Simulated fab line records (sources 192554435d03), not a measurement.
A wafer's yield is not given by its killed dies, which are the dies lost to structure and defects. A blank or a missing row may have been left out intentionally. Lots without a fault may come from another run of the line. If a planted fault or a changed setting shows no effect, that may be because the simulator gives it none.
Matching of chambers | flow n5Finfet | pecvd-04 running N5_BEOL_M12_ILD_DEP_00: 3 sister chambers
The step deposits SiOC from DEMS/O2, target thk 658.92 nm, time 130.7 s. 6 wafers are shown with their chamber, then 8 later ones without.

== WAFERS WITH THEIR CHAMBER ==
wafer  | chamber | heaterPowerW (W) | throttleValvePct (%)
L083.5 | 1       | 620              | 12.1
L081.3 | 1       | 577              | 11.9
L081.6 | 0       | 523              | 12.6
L080.5 | 2       | 345              | 11.9
L080.6 | 0       | 500              | 12.4
L084.1 | 2       | 366              | 11.9

== WAFERS MISSING THEIR CHAMBER ==
wafer  | heaterPowerW (W) | throttleValvePct (%)
L084.2 | 473              | 12.5
L084.6 | 388              | 11.7
L090.3 | 460              | 12.5
L090.5 | 539              | 12.0
L090.6 | 486              | 12.2
L096.1 | 445              | 12.3
L096.2 | 604              | 12.0
L096.5 | 503              | 12.6

== CHAMBER TAKEN BY EACH ==
wafer  | from the rows above     | in truth
L084.2 | 0                       | 0
L084.6 | 2                       | 2
L090.3 | 0                       | 0
L090.5 | can't be placed: 1 or 0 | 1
L090.6 | 0                       | 0
L096.1 | can't be placed: 0 or 2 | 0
L096.2 | 1                       | 1
L096.5 | 0                       | 0
6 of 8 placed correctly. Cannot be placed on the basis of these rows: 2; the candidates contain the true chamber in 2. Placed wrongly: 0.
How it was worked out, from the rows above alone: a wafer's distance from a chamber is the root of the sum, over the readings, of the square of ((its reading less the chamber's mean) divided by the reading's scatter). If the next closest chamber is less than 2 further off than the closest, the wafer can't be placed; otherwise it belongs to the closest. A chamber's mean is the mean of its shown wafers. The scatter: take each reading less its chamber's mean, square it, sum over the shown wafers, divide by the number of wafers less the number of chambers, and take the root.
